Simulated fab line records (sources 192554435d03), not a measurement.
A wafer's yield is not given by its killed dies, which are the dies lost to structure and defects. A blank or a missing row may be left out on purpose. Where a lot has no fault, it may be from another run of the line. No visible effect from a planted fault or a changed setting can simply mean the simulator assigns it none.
What tool caused it? + flow n5Finfet + 24 lots, 72 wafers sampled, at 5 steps of a route of 1938

== WHAT EACH GAUGE READ, for each wafer ==
N5_BEOL_M13_INSPECT_55: inspects for defects (darkfield). Usual: rawDefectCount 71, standard deviation 29.
| lot  | measured     | on               | rawDefectCount | flag |
|------|--------------|------------------|----------------|------|
| L074 | day 11 06:51 | defectInspect-02 | 82 72 98       |      |
| L075 | day 11 12:59 | defectInspect-01 | 96 96 103      |      |
| L076 | day 12 03:51 | defectInspect-01 | 62 60 47       |      |
| L080 | day 12 09:34 | defectInspect-01 | 70 104 75      |      |
| L079 | day 12 14:52 | defectInspect-02 | 98 195 100     |      |
| L077 | day 12 20:02 | defectInspect-02 | 71 60 64       |      |
| L081 | day 12 21:02 | defectInspect-02 | 41 98 106      |      |
| L078 | day 12 22:08 | defectInspect-02 | 36 100 76      |      |
| L082 | day 13 04:41 | defectInspect-01 | 70 50 38       |      |
| L083 | day 13 13:11 | defectInspect-02 | 57 94 60       |      |
| L084 | day 13 19:44 | defectInspect-02 | 49 49 75       |      |
| L085 | day 14 11:08 | defectInspect-01 | 44 62 54       |      |
| L087 | day 14 11:24 | defectInspect-02 | 104 88 102     |      |
| L089 | day 14 19:10 | defectInspect-02 | 71 64 36       |      |
| L086 | day 14 19:34 | defectInspect-02 | 74 64 56       |      |
| L091 | day 14 21:44 | defectInspect-02 | 74 65 67       |      |
| L090 | day 14 22:06 | defectInspect-02 | 79 36 69       |      |
| L088 | day 15 01:53 | defectInspect-02 | 54 36 51       |      |
| L093 | day 15 10:16 | defectInspect-02 | 67 56 64       |      |
| L094 | day 16 05:52 | defectInspect-01 | 57 57 39       |      |
| L092 | day 16 06:17 | defectInspect-01 | 107 105 108    |      |
| L096 | day 17 00:59 | defectInspect-02 | 47 82 54       |      |
| L097 | day 17 07:43 | defectInspect-01 | 38 63 43       |      |
| L095 | day 17 09:59 | defectInspect-01 | 67 70 53       |      |

N5_BEOL_M14_INSPECT_55: inspects for defects (darkfield). Usual: rawDefectCount 74, standard deviation 26.
| lot  | measured     | on               | rawDefectCount | flag |
|------|--------------|------------------|----------------|------|
| L074 | day 11 13:39 | defectInspect-01 | 108 94 149     |      |
| L075 | day 11 19:25 | defectInspect-02 | 76 58 68       |      |
| L076 | day 12 09:08 | defectInspect-02 | 72 47 60       |      |
| L080 | day 12 16:58 | defectInspect-02 | 104 117 91     |      |
| L079 | day 13 04:01 | defectInspect-01 | 40 48 50       |      |
| L077 | day 13 06:12 | defectInspect-01 | 73 70 115      |      |
| L081 | day 13 13:52 | defectInspect-02 | 59 90 71       |      |
| L078 | day 13 11:04 | defectInspect-01 | 68 46 70       |      |
| L082 | day 13 14:58 | defectInspect-02 | 56 42 66       |      |
| L083 | day 13 18:29 | defectInspect-02 | 67 149 93      |      |
| L084 | day 14 01:57 | defectInspect-02 | 50 76 112      |      |
| L085 | day 14 16:52 | defectInspect-02 | 62 154 57      |      |
| L087 | day 14 17:41 | defectInspect-02 | 52 52 45       |      |
| L089 | day 15 00:50 | defectInspect-02 | 80 80 65       |      |
| L086 | day 15 02:21 | defectInspect-02 | 106 91 99      |      |
| L091 | day 15 09:51 | defectInspect-02 | 103 90 117     |      |
| L090 | day 15 14:48 | defectInspect-01 | 71 59 77       |      |
| L088 | day 15 14:59 | defectInspect-01 | 48 53 40       |      |
| L093 | day 15 15:19 | defectInspect-01 | 84 75 80       |      |
| L094 | day 16 10:33 | defectInspect-01 | 73 72 29       |      |
| L092 | day 16 11:26 | defectInspect-01 | 68 47 92       |      |
| L096 | day 17 07:19 | defectInspect-01 | 67 118 60      |      |
| L097 | day 17 11:31 | defectInspect-02 | 44 79 52       |      |
| L095 | day 17 15:53 | defectInspect-02 | 104 46 59      |      |

== TOOL THAT RAN EACH LOT (tool first, then ch and the chambers of the sampled wafers, then the start) ==
| lot  | N5_BEOL_M14_VIA_ETCH_16           | N5_BEOL_M14_ETCH_68               | N5_BEOL_M14_DEGAS_41        |
|------|-----------------------------------|-----------------------------------|-----------------------------|
| L074 | rieDiel-04 ch 1,2,3, day 11 07:34 | rieDiel-04 ch 1,2,3, day 11 08:38 | pvdSputter-02, day 11 12:22 |
| L075 | rieDiel-05 ch 0,2, day 11 13:51   | rieDiel-06 ch 1,2,3, day 11 14:58 | pvdSputter-01, day 11 17:58 |
| L076 | rieDiel-06 ch 1,3, day 12 04:37   | rieDiel-06 ch 1,2, day 12 05:33   | pvdSputter-02, day 12 07:50 |
| L080 | rieDiel-04 ch 0,3, day 12 10:39   | rieDiel-06 ch 0,2,3, day 12 11:49 | pvdSputter-02, day 12 15:28 |
| L079 | rieDiel-04 ch 1,2, day 12 15:43   | rieDiel-06 ch 1,2,3, day 12 16:59 | pvdSputter-01, day 13 02:42 |
| L077 | rieDiel-06 ch 1,2, day 12 20:52   | rieDiel-06 ch 1,2, day 12 21:56   | pvdSputter-01, day 13 04:52 |
| L081 | rieDiel-04 ch 0,1,3, day 12 21:44 | rieDiel-05 ch 0,1,3, day 12 22:41 | pvdSputter-02, day 13 12:34 |
| L078 | rieDiel-04 ch 0,1,3, day 12 23:05 | rieDiel-06 ch 1,2, day 13 00:01   | pvdSputter-01, day 13 09:46 |
| L082 | rieDiel-05 ch 0,3, day 13 05:36   | rieDiel-06 ch 0,2,3, day 13 06:51 | pvdSputter-01, day 13 13:30 |
| L083 | rieDiel-06 ch 1,3, day 13 14:01   | rieDiel-06 ch 1,2,3, day 13 15:05 | pvdSputter-01, day 13 17:10 |
| L084 | rieDiel-04 ch 0,3, day 13 20:35   | rieDiel-05 ch 1,2, day 13 21:36   | pvdSputter-02, day 14 00:39 |
| L085 | rieDiel-04 ch 0,1, day 14 11:56   | rieDiel-04 ch 0,1,3, day 14 12:52 | pvdSputter-02, day 14 15:34 |
| L087 | rieDiel-04 ch 0,1,3, day 14 12:22 | rieDiel-04 ch 0,1,3, day 14 13:35 | pvdSputter-02, day 14 16:12 |
| L089 | rieDiel-06 ch 1,2,3, day 14 20:55 | rieDiel-05 ch 2,3, day 14 22:27   | pvdSputter-02, day 14 23:32 |
| L086 | rieDiel-06 ch 0,1,3, day 14 21:26 | rieDiel-06 ch 0,1,2, day 14 23:17 | pvdSputter-03, day 15 01:04 |
| L091 | rieDiel-05 ch 0,2,3, day 14 23:17 | rieDiel-06 ch 1,2,3, day 15 02:32 | pvdSputter-03, day 15 08:34 |
| L090 | rieDiel-05 ch 0,2,3, day 15 00:27 | rieDiel-05 ch 0,3, day 15 03:10   | pvdSputter-03, day 15 13:31 |
| L088 | rieDiel-06 ch 0,1,3, day 15 03:50 | rieDiel-06 ch 0,1, day 15 04:47   | pvdSputter-01, day 15 13:40 |
| L093 | rieDiel-06 ch 0,2, day 15 10:58   | rieDiel-06 ch 1,3, day 15 11:55   | pvdSputter-02, day 15 13:53 |
| L094 | rieDiel-06 ch 2,3, day 16 06:34   | rieDiel-04 ch 0,2, day 16 07:44   | pvdSputter-01, day 16 09:16 |
| L092 | rieDiel-06 ch 1,2, day 16 07:07   | rieDiel-04 ch 1,2,3, day 16 09:12 | pvdSputter-01, day 16 10:08 |
| L096 | rieDiel-04 ch 0,2, day 17 01:46   | rieDiel-04 ch 0,1, day 17 03:57   | pvdSputter-01, day 17 05:59 |
| L097 | rieDiel-06 ch 0,2,3, day 17 08:26 | rieDiel-04 ch 0,1,2, day 17 09:22 | pvdSputter-01, day 17 10:11 |
| L095 | rieDiel-04 ch 0,1,2, day 17 10:55 | rieDiel-06 ch 0,1,2, day 17 12:01 | pvdSputter-02, day 17 14:32 |
- N5_BEOL_M14_VIA_ETCH_16: etches SiO2 in C4F8/O2/Ar, target depth 1231.3 nm.
- N5_BEOL_M14_ETCH_68: etches SOC in N2/H2, time 450 s.
- N5_BEOL_M14_DEGAS_41: time 60 s.

== AS READ BY THE TOOLS THEMSELVES (means over the sampled wafers that have a number; for cases with no such wafer, the mark the record gives instead) ==
N5_BEOL_M14_VIA_ETCH_16. Usual: drypumpMotorCurrentA 5.6 A, standard deviation 0.53; heInnerTorr 15.001 Torr, standard deviation 0.029; oesProductAu 0.70 a.u., standard deviation 0.071; rfFwdPowerW 1899 W, standard deviation 6.3; rfVppV 2219 V, standard deviation 38; showerheadPlenumPTorr 3.40 Torr, standard deviation 0.12; throttleValvePct 30.98 %, standard deviation 0.25.
| lot  | tool       | drypumpMotorCurrentA (A) | heInnerTorr (Torr) | oesProductAu (a.u.) | rfFwdPowerW (W) | rfVppV (V) | showerheadPlenumPTorr (Torr) | throttleValvePct (%) | flag |
|------|------------|--------------------------|--------------------|---------------------|-----------------|------------|------------------------------|----------------------|------|
| L074 | rieDiel-04 | 5.2                      | 14.981             | 0.67                | 1901            | 2214       | 3.44                         | 31.19                |      |
| L075 | rieDiel-05 | 6.0                      | 15.011             | 0.66                | 1893            | 2259       | 3.39                         | 30.91                |      |
| L076 | rieDiel-06 | 5.3                      | 14.994             | 0.73                | 1901            | 2216       | 3.29                         | 30.89                |      |
| L080 | rieDiel-04 | 5.3                      | 14.997             | 0.64                | 1902            | 2220       | 3.38                         | 31.17                |      |
| L079 | rieDiel-04 | 5.2                      | 15.000             | 0.66                | 1900            | 2227       | 3.52                         | 31.09                |      |
| L077 | rieDiel-06 | 5.6                      | 15.030             | 0.73                | 1905            | 2212       | 3.35                         | 30.73                |      |
| L081 | rieDiel-04 | 5.6                      | 15.011             | 0.67                | 1899            | 2193       | 3.45                         | 31.20                |      |
| L078 | rieDiel-04 | 5.6                      | 14.996             | 0.68                | 1896            | 2192       | 3.45                         | 31.20                |      |
| L082 | rieDiel-05 | 5.5                      | 15.022             | 0.66                | 1900            | 2251       | 3.40                         | 31.04                |      |
| L083 | rieDiel-06 | 5.4                      | 15.010             | 0.68                | 1895            | 2199       | 3.21                         | 31.03                |      |
| L084 | rieDiel-04 | 5.3                      | 14.972             | 0.63                | 1895            | 2221       | 3.38                         | 31.18                |      |
| L085 | rieDiel-04 | 6.0                      | 14.994             | 0.67                | 1897            | 2185       | 3.53                         | 31.14                |      |
| L087 | rieDiel-04 | 5.6                      | 15.016             | 0.66                | 1898            | 2192       | 3.44                         | 31.22                |      |
| L089 | rieDiel-06 | 5.4                      | 15.009             | 0.71                | 1895            | 2213       | 3.31                         | 30.82                |      |
| L086 | rieDiel-06 | 5.7                      | 14.972             | 0.72                | 1899            | 2208       | 3.29                         | 30.96                |      |
| L091 | rieDiel-05 | 5.9                      | 15.013             | 0.65                | 1900            | 2262       | 3.38                         | 30.91                |      |
| L090 | rieDiel-05 | 5.9                      | 15.003             | 0.65                | 1894            | 2262       | 3.38                         | 30.91                |      |
| L088 | rieDiel-06 | 5.7                      | 14.996             | 0.72                | 1903            | 2208       | 3.29                         | 30.96                |      |
| L093 | rieDiel-06 | 6.2                      | 14.986             | 0.78                | 1905            | 2215       | 3.40                         | 30.78                |      |
| L094 | rieDiel-06 | 5.3                      | 14.990             | 0.74                | 1901            | 2229       | 3.37                         | 30.72                |      |
| L092 | rieDiel-06 | 5.6                      | 14.975             | 0.66                | 1901            | 2196       | 3.23                         | 30.96                |      |
| L096 | rieDiel-04 | 5.3                      | 15.007             | 0.78                | 1904            | 2245       | 3.53                         | 30.84                |      |
| L097 | rieDiel-06 | 5.7                      | 14.968             | 0.74                | 1897            | 2222       | 3.38                         | 30.75                |      |
| L095 | rieDiel-04 | 5.6                      | 14.991             | 0.73                | 1903            | 2205       | 3.51                         | 31.06                |      |

N5_BEOL_M14_ETCH_68. Usual: drypumpMotorCurrentA 5.7 A, standard deviation 0.49; oesProductAu 0.79 a.u., standard deviation 0.09; rfFwdPowerW 2996 W, standard deviation 9.1; rfVppV 522.7 V, standard deviation 2.9; showerheadPlenumPTorr 2.49 Torr, standard deviation 0.1; throttleValvePct 17.83 %, standard deviation 0.27.
| lot  | tool       | drypumpMotorCurrentA (A) | oesProductAu (a.u.) | rfFwdPowerW (W) | rfVppV (V) | showerheadPlenumPTorr (Torr) | throttleValvePct (%) | flag |
|------|------------|--------------------------|---------------------|-----------------|------------|------------------------------|----------------------|------|
| L074 | rieDiel-04 | 5.2                      | 0.75                | 2996            | 524.2      | 2.54                         | 17.99                |      |
| L075 | rieDiel-06 | 5.4                      | 0.82                | 2990            | 522.0      | 2.45                         | 17.65                |      |
| L076 | rieDiel-06 | 5.6                      | 0.82                | 3000            | 522.4      | 2.47                         | 17.58                |      |
| L080 | rieDiel-06 | 5.7                      | 0.89                | 2994            | 523.4      | 2.51                         | 17.61                |      |
| L079 | rieDiel-06 | 5.4                      | 0.80                | 2997            | 521.0      | 2.45                         | 17.67                |      |
| L077 | rieDiel-06 | 5.6                      | 0.81                | 3008            | 521.5      | 2.47                         | 17.59                |      |
| L081 | rieDiel-05 | 5.8                      | 0.71                | 2991            | 521.5      | 2.47                         | 18.02                |      |
| L078 | rieDiel-06 | 5.6                      | 0.75                | 2994            | 520.5      | 2.39                         | 17.75                |      |
| L082 | rieDiel-06 | 5.7                      | 0.89                | 2998            | 522.8      | 2.51                         | 17.62                |      |
| L083 | rieDiel-06 | 5.4                      | 0.80                | 2990            | 521.4      | 2.45                         | 17.68                |      |
| L084 | rieDiel-05 | 6.3                      | 0.71                | 3002            | 522.1      | 2.45                         | 17.98                |      |
| L085 | rieDiel-04 | 5.6                      | 0.73                | 2993            | 524.3      | 2.54                         | 18.12                |      |
| L087 | rieDiel-04 | 5.6                      | 0.74                | 2994            | 523.6      | 2.54                         | 18.12                |      |
| L089 | rieDiel-05 | 5.8                      | 0.72                | 3002            | 522.1      | 2.50                         | 17.74                |      |
| L086 | rieDiel-06 | 5.9                      | 0.80                | 2993            | 521.9      | 2.44                         | 17.72                |      |
| L091 | rieDiel-06 | 5.4                      | 0.78                | 3002            | 521.3      | 2.44                         | 17.70                |      |
| L090 | rieDiel-05 | 5.5                      | 0.70                | 2993            | 522.8      | 2.49                         | 17.91                |      |
| L088 | rieDiel-06 | 5.9                      | 0.76                | 2997            | 518.4      | 2.36                         | 17.90                |      |
| L093 | rieDiel-06 | 5.3                      | 0.79                | 2997            | 520.4      | 2.41                         | 17.80                |      |
| L094 | rieDiel-04 | 5.3                      | 0.89                | 3004            | 525.5      | 2.61                         | 17.68                |      |
| L092 | rieDiel-04 | 5.2                      | 0.81                | 2995            | 523.0      | 2.52                         | 17.88                |      |
| L096 | rieDiel-04 | 5.9                      | 0.75                | 2994            | 524.4      | 2.58                         | 18.12                |      |
| L097 | rieDiel-04 | 5.6                      | 0.81                | 2997            | 525.7      | 2.60                         | 17.91                |      |
| L095 | rieDiel-06 | 5.9                      | 0.87                | 2990            | 525.1      | 2.58                         | 17.59                |      |

N5_BEOL_M14_DEGAS_41. Usual: heaterPowerW 485 W, standard deviation 28.
| lot  | tool          | heaterPowerW (W) | flag |
|------|---------------|------------------|------|
| L074 | pvdSputter-02 | 503              |      |
| L075 | pvdSputter-01 | 471              |      |
| L076 | pvdSputter-02 | 516              |      |
| L080 | pvdSputter-02 | 511              |      |
| L079 | pvdSputter-01 | 468              |      |
| L077 | pvdSputter-01 | 454              |      |
| L081 | pvdSputter-02 | 508              |      |
| L078 | pvdSputter-01 | 461              |      |
| L082 | pvdSputter-01 | 486              |      |
| L083 | pvdSputter-01 | 458              |      |
| L084 | pvdSputter-02 | 480              |      |
| L085 | pvdSputter-02 | 512              |      |
| L087 | pvdSputter-02 | 484              |      |
| L089 | pvdSputter-02 | 501              |      |
| L086 | pvdSputter-03 | 500              |      |
| L091 | pvdSputter-03 | 527              |      |
| L090 | pvdSputter-03 | 499              |      |
| L088 | pvdSputter-01 | 461              |      |
| L093 | pvdSputter-02 | 483              |      |
| L094 | pvdSputter-01 | 456              |      |
| L092 | pvdSputter-01 | 482              |      |
| L096 | pvdSputter-01 | 469              |      |
| L097 | pvdSputter-01 | 480              |      |
| L095 | pvdSputter-02 | 498              |      |

== THE ANSWER, worked out from the rows above alone ==
Rule: lot off if the mean of its wafers having a number is beyond 3 standard deviations from the usual mean. Also off: a lot with no number at a reading for which 4 or more lots have one. The other lots that the step has rows for count as sound. First the gauges in route order, then the tools' own readings, where a lot's mean is used as printed above. The first step at which some lot is off is used, and at that step the reading that is off furthest; a lot without a number counts as furthest.
No lot is off at any reading shown: from this, nothing can be told.

== WHAT WAS PUT IN BY THE SIMULATOR ==
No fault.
